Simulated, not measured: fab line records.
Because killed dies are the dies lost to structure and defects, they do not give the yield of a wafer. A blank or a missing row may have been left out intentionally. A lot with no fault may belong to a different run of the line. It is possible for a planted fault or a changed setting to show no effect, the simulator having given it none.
Matching of chambers -- flow n5 finfet -- 4 sister chambers for N5_BEOL_M2_ETCH_70 on rie diel-04
The step etches SOC in N2/H2, target depth 80 nm, overetch 24 nm, time 130 s. 8 wafers are shown with their chamber, then 10 later ones without.

== WAFERS WITH THEIR CHAMBER ==
wafer,chamber,showerhead plenum p Torr (Torr),throttle valve pct (%)
L084.1,0,2.51,18.26
L084.3,1,2.52,17.93
L084.6,0,2.51,18.29
L085.3,3,2.41,17.65
L085.4,1,2.51,17.96
L085.5,2,2.72,17.81
L086.2,2,2.71,17.81
L086.5,3,2.41,17.65

== WAFERS MISSING THEIR CHAMBER ==
wafer,showerhead plenum p Torr (Torr),throttle valve pct (%)
L086.6,2.51,17.96
L090.1,2.41,17.68
L090.3,2.50,17.86
L090.5,2.51,17.97
L094.2,2.50,17.86
L094.4,2.71,17.84
L094.6,2.51,17.96
L097.3,2.50,17.96
L097.4,2.50,17.97
L097.5,2.40,17.70

== CHAMBER TAKEN BY EACH ==
wafer,from the rows above,in truth
L086.6,1,1
L090.1,3,3
L090.3,1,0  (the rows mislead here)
L090.5,1,1
L094.2,1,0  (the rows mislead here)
L094.4,2,2
L094.6,1,1
L097.3,1,1
L097.4,1,1
L097.5,3,3
Correct placement for 8 of the 10. Number that these rows cannot place: 0. 2 placed wrongly.
How it was worked out, from the rows above alone: a wafer's distance from a chamber is the root of the sum, over the readings, of the square of ((its reading less the chamber's mean) divided by the reading's scatter). If the next closest chamber is less than 2 further off than the closest, the wafer can't be placed; otherwise it belongs to the closest. The mean given for a chamber averages the wafers shown for that chamber. How the scatter is found: for the shown wafers, subtract from each reading the mean of its chamber, square and add these, divide the total by (wafers less chambers), then take the root.
